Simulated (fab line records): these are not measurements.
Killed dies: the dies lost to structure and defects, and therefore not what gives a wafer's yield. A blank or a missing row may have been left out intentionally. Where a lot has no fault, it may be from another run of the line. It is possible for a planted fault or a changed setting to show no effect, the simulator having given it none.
Chamber matching | flow n5Finfet | 4 sister chambers for N5_BEOL_M2_ETCH_77 on rieDiel-06
The step etches underlayer in N2/H2, target depth 6.5 nm, time 5.2 s. 8 wafers are shown with their chamber, then 7 later ones without.

## WAFERS WITH THEIR CHAMBER
wafer  | chamber | showerheadPlenumPTorr (Torr) | oesProductAu (a.u.)
L074.2 | 1       | 2.52                         | 0.60
L080.5 | 3       | 2.64                         | 0.64
L082.5 | 0       | 2.65                         | 0.65
L082.6 | 3       | 2.64                         | 0.64
L083.3 | 0       | 2.65                         | 0.64
L083.5 | 2       | 2.50                         | 0.80
L087.3 | 1       | 2.50                         | 0.58
L087.5 | 2       | 2.50                         | 0.78

## WAFERS WITHOUT THEIR CHAMBER
wafer  | showerheadPlenumPTorr (Torr) | oesProductAu (a.u.)
L087.6 | 2.63                         | 0.63
L088.1 | 2.49                         | 0.78
L088.3 | 2.63                         | 0.62
L088.4 | 2.65                         | 0.62
L096.2 | 2.64                         | 0.62
L096.4 | 2.63                         | 0.61
L096.6 | 2.49                         | 0.75

## EACH ONE'S CHAMBER
wafer  | from the rows above     | in truth
L087.6 | can't be placed: 3 or 0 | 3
L088.1 | 2                       | 2
L088.3 | can't be placed: 3 or 0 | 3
L088.4 | can't be placed: 3 or 0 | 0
L096.2 | can't be placed: 3 or 0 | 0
L096.4 | can't be placed: 3 or 0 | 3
L096.6 | 2                       | 2
2 of 7 placed correctly. From these rows, 5 cannot be placed; in 5 the true chamber is one of the candidates. Placed wrongly: 0.
How it was worked out, from the rows above alone: a wafer's distance from a chamber is the root of the sum, over the readings, of the square of ((its reading less the chamber's mean) divided by the reading's scatter). The wafer belongs to the nearest chamber; if the next one is less than 2 further off, it can't be placed. Each chamber's mean is taken over the wafers shown for it. The scatter: take each reading less its chamber's mean, square it, sum over the shown wafers, divide by the number of wafers less the number of chambers, and take the root.
